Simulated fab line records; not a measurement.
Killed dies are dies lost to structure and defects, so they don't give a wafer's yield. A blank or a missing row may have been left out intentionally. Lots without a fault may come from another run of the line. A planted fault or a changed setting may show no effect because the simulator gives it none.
Chamber matching | flow n5 finfet | N5_BEOL_M10_STRIP_36 on rie diel-04 has 3 sister chambers
The step strips in N2/H2. 14 wafers are shown with their chamber, then 4 later ones without.

== WAFERS PAIRED WITH THEIR CHAMBERS ==
wafer  | chamber | showerhead plenum p Torr (Torr) | throttle valve pct (%) | drypump motor current A (A)
L077.3 | 0       | 2.46                            | 24.0                   | 5.9
L077.5 | 3       | 2.46                            | 23.3                   | 6.0
L077.6 | 0       | 2.46                            | 23.9                   | 5.9
L081.1 | 0       | 2.46                            | 23.9                   | 5.9
L081.3 | 3       | 2.46                            | 23.3                   | 6.0
L081.6 | 3       | 2.46                            | 23.3                   | 6.0
L083.1 | 3       | 2.46                            | 23.3                   | 6.1
L083.4 | 0       | 2.46                            | 24.0                   | 6.0
L083.5 | 0       | 2.46                            | 23.9                   | 5.9
L085.2 | 1       | 2.58                            | 23.5                   | 5.4
L085.4 | 3       | 2.46                            | 23.3                   | 6.1
L085.5 | 3       | 2.46                            | 23.3                   | 6.1
L088.1 | 0       | 2.45                            | 24.0                   | 5.9
L088.5 | 3       | 2.45                            | 23.3                   | 6.1

SIGNATURES, as means of the wafers listed above
reading                  | chamber 0 | chamber 1 | chamber 3 | scatter within a chamber
showerhead plenum p Torr | 2.4583    | 2.5800    | 2.4586    | 0.00392
throttle valve pct       | 23.950    | 23.500    | 23.300    | 0.0369
drypump motor current A  | 5.917     | 5.400     | 6.057     | 0.0481
Rule: distance of a wafer from a chamber = root of the sum over the readings of ((wafer's reading minus chamber's mean) / reading's scatter) squared. The wafer belongs to the nearest chamber; if the next one is less than 2 further off, it can't be placed. How the scatter is found: for the shown wafers, subtract from each reading the mean of its chamber, square and add these, divide the total by (wafers less chambers), then take the root.

== WAFERS WHOSE CHAMBER IS MISSING ==
wafer  | showerhead plenum p Torr (Torr) | throttle valve pct (%) | drypump motor current A (A)
L091.2 | 2.45                            | 23.4                   | 6.0
L091.5 | 2.45                            | 23.4                   | 6.0
L093.2 | 2.45                            | 23.3                   | 6.1
L093.4 | 2.57                            | 23.5                   | 5.4

== THE CHAMBER EACH PASSED THROUGH ==
wafer  | from the rows above | in truth
L091.2 | 3                   | 3
L091.5 | 3                   | 3
L093.2 | 3                   | 3
L093.4 | 1                   | 1
Correct placement for 4 of the 4. Can't be placed from these rows: 0. Number placed wrongly: 0.
